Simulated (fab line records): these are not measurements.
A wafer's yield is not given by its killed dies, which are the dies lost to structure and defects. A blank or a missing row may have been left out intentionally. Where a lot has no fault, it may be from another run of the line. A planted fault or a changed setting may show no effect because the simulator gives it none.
3 desks looking at one fault	flow nand harc	only its own numbers are on each desk; what lay behind them is given at the end

== THE TOOL OWNER'S DESK: rie diel-06 ==
The tool's own readings at NHARC_A_SLIT_ETCH_24 (etches the open film in CF4/CHF3, target depth 121 nm, time 60.5 s): means of the sampled wafers that have a number, for each lot that ran on this tool. A lot is out of limits, marked OUT, if its mean lies more than 4 standard deviations from the usual mean; the brackets give that distance.
Columns: A = drypump motor current A at NHARC_A_SLIT_ETCH_24, usual 5.7 A; B = oes product au at NHARC_A_SLIT_ETCH_24, usual 0.964 a.u.; C = rf vpp V at NHARC_A_SLIT_ETCH_24, usual 370.5 V; D = showerhead plenum p Torr at NHARC_A_SLIT_ETCH_24, usual 1.57 Torr; E = throttle valve pct at NHARC_A_SLIT_ETCH_24, usual 16.801 %
lot	first seen here	A	B	C	D	E
L318	day 17 02:59	5.3	0.910	369.7	1.57	16.805
L320	day 17 15:05	5.2	0.866 (-6.5) OUT	372.6	1.61	16.793
This desk's finding: out of limits on L320; first on L320, day 17 15:05 (oes product au at NHARC_A_SLIT_ETCH_24). In limits: L318.

== THE DEFECT DESK ==
Counts from the inspections along the route, per lot, as means over the sampled wafers that have a number. A lot is out of limits, marked OUT, if its mean lies more than 4 standard deviations from the usual mean; the brackets give that distance.
Columns: A = raw defect count at NHARC_A_SLIT_INSPECT_11, usual 21
lot	first seen here	A
L314	day 15 05:49	20
L315	day 16 12:49	32
L318	day 17 02:50	22
L320	day 17 14:55	31
L324	day 18 11:38	34
L332	day 20 09:13	10
This desk's verdict: no lot among the 6 shows anything out of limits.

== FROM THE METROLOGY DESK ==
What the gauges read for every lot (on any tool): the sampled wafers with a number, averaged. A lot is out of limits, marked OUT, if its mean lies more than 4 standard deviations from the usual mean; the brackets give that distance.
Columns: A = cd nm at NHARC_A_SLIT_CD_MEAS_09, usual 300.2 nm; B = overlay x nm at NHARC_A_SLIT_OVL_MEAS_10, usual -0.2 nm; C = overlay y nm at NHARC_A_SLIT_OVL_MEAS_10, usual 0.3 nm
lot	first seen here	A	B	C
L314	day 15 05:41	300.1	1.2	0.7
L315	day 16 12:41	299.7	-0.0	0.3
L318	day 17 02:42	301.0	0.3	-0.9
L320	day 17 14:47	300.6	-0.5	0.8
L324	day 18 11:31	300.0	-0.2	-0.4
L332	day 20 09:05	300.4	0.3	0.8
This desk's verdict: no lot among the 6 shows anything out of limits.

== ALL TOGETHER ==
At day 17 15:05, on L320, the tool owner's desk was in a position to raise an alarm.
Nothing the defect desk looked at was out of limits.
Metrology desk: nothing out of limits seen.
The defect desk has L320 on record, within its limits.
The metrology desk holds a record of L320, inside its limits.
Of the lots named, all ran NHARC_A_SLIT_ETCH_24 on rie diel-06.

== WHAT THE SIMULATOR HAD PUT IN ==
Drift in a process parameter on rie diel-06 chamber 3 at NHARC_A_SLIT_ETCH_24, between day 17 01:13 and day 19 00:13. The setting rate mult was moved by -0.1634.
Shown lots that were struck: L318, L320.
Time in hours from fault onset to the first out-of-limits reading at each desk: the tool owner's desk, 14.
